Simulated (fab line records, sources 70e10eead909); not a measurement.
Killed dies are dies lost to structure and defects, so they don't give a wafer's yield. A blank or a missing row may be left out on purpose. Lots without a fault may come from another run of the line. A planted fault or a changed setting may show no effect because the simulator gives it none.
Which tool did it? | flow nand_harc | 11 lots, 33 wafers sampled, at 5 steps of a route of 1302

WHAT THE GAUGES READ, wafer by wafer
NHARC_END_SORT_01.
lot  | measured     | on        | killed_at_array
L695 | day 26 23:28 | prober-02 | 51 50 52
L697 | day 27 15:32 | prober-02 | 55 53 45
L699 | day 28 03:49 | prober-02 | 61 52 55

WHICH TOOL RAN EACH LOT (tool, then ch and the chambers of the sampled wafers, then the start)
lot  | NHARC_A_CHANNEL_HOLE_D2_ETCH_27  | NHARC_A_CHANNEL_HOLE_D2_ETCH_44    | NHARC_A_CHANNEL_HOLE_D2_STRIP_28              | NHARC_A_CHANNEL_FILL_D2_ETCHBACK_19
L691 | har_etch-02 ch 0,1, day 14 04:21 | rie_diel-12 ch 0,1, day 14 05:06   | rie_diel-12 ch 1,2,3, day 15 06:23 or earlier | rie_si-02 ch 0,3, day 15 06:23
L692 | har_etch-02 ch 0,1, day 14 20:34 | rie_diel-02 ch 1,3, day 14 21:20   | rie_diel-02 ch 1,2,3, day 16 01:08 or earlier | rie_si-05 ch 0,1,2, day 16 01:08
L696 | har_etch-02 ch 0,1, day 16 02:08 | rie_diel-02 ch 0,2, day 16 02:52   | rie_diel-02 ch 1,3, day 17 03:23 or earlier   | rie_si-02 ch 1,2, day 17 03:23
L695 | har_etch-01 ch 0,1, day 16 03:40 | rie_diel-02 ch 0,2,3, day 16 04:23 | rie_diel-02 ch 1,2, day 17 03:23 or earlier   | rie_si-04 ch 1,3, day 17 03:23
L697 | har_etch-01 ch 0,1, day 16 18:59 | rie_diel-09 ch 1,2, day 16 19:47   | rie_diel-09 ch 1,2, day 17 21:14 or earlier   | rie_si-05 ch 1,2,3, day 17 21:14
L699 | har_etch-01 ch 0,1, day 17 04:03 | rie_diel-02 ch 1,2,3, day 17 04:46 | rie_diel-02 ch 0,2,3, day 18 06:41 or earlier | rie_si-02 ch 1,2,3, day 18 06:41
L704 | har_etch-02 ch 0,1, day 19 20:46 | rie_diel-02 ch 0,1, day 19 21:25   | rie_diel-02 ch 0,3, day 20 22:56 or earlier   | rie_si-02 ch 1,2,3, day 20 22:56
L705 | har_etch-01 ch 0,1, day 20 07:03 | rie_diel-12 ch 2,3, day 20 07:44   | rie_diel-12 ch 0,1,2, day 21 09:05 or earlier | rie_si-04 ch 0,1,2, day 21 09:05
L706 | har_etch-01 ch 0,1, day 21 02:08 | rie_diel-09 ch 0,1,2, day 21 02:49 | rie_diel-09 ch 1,2,3, day 22 04:17 or earlier | rie_si-02 ch 1,2,3, day 22 04:17
L711 | har_etch-01 ch 0,1, day 22 01:43 | rie_diel-12 ch 1,2,3, day 22 02:25 | rie_diel-12 ch 0,1, day 23 04:35 or earlier   | rie_si-02 ch 0,1,3, day 23 04:35
L712 | har_etch-02 ch 0,1, day 22 21:44 | rie_diel-12 ch 0,2,3, day 22 22:28 | rie_diel-12 ch 1,2,3, day 23 23:44 or earlier | rie_si-04 ch 0,1,2, day 23 23:44
- NHARC_A_CHANNEL_HOLE_D2_ETCH_27: etches the open film in C4F8/O2/Ar, time 90 s, target depth 400 nm.
- NHARC_A_CHANNEL_HOLE_D2_ETCH_44: etches the open film in CF4/O2, target depth 140 nm, overetch 14 nm, time 77 s.
- NHARC_A_CHANNEL_HOLE_D2_STRIP_28: strips in O2.
- NHARC_A_CHANNEL_FILL_D2_ETCHBACK_19: etches the open film in HBr/Cl2, target depth 5 nm, time 1.7 s.

THE ANSWER, worked out from the rows above alone
Rule: what is usual is taken from the lots themselves. Put in order of their means at a reading, lots are off if they are a third of the lots or fewer, leave a main group of 4 or more, and stand apart from it by a gap of 3 or more times the standard deviation of the main group's means; of several such gaps the widest counts. A main group whose means are all the same, to the digits that the tables above print for the reading, isn't used. A lot without any number at a reading at which 4 lots or more have one is off too. The other lots that the step has rows for count as sound.
No lot is off at any reading shown: from this, nothing can be told.

WHAT THE SIMULATOR HAD PUT IN
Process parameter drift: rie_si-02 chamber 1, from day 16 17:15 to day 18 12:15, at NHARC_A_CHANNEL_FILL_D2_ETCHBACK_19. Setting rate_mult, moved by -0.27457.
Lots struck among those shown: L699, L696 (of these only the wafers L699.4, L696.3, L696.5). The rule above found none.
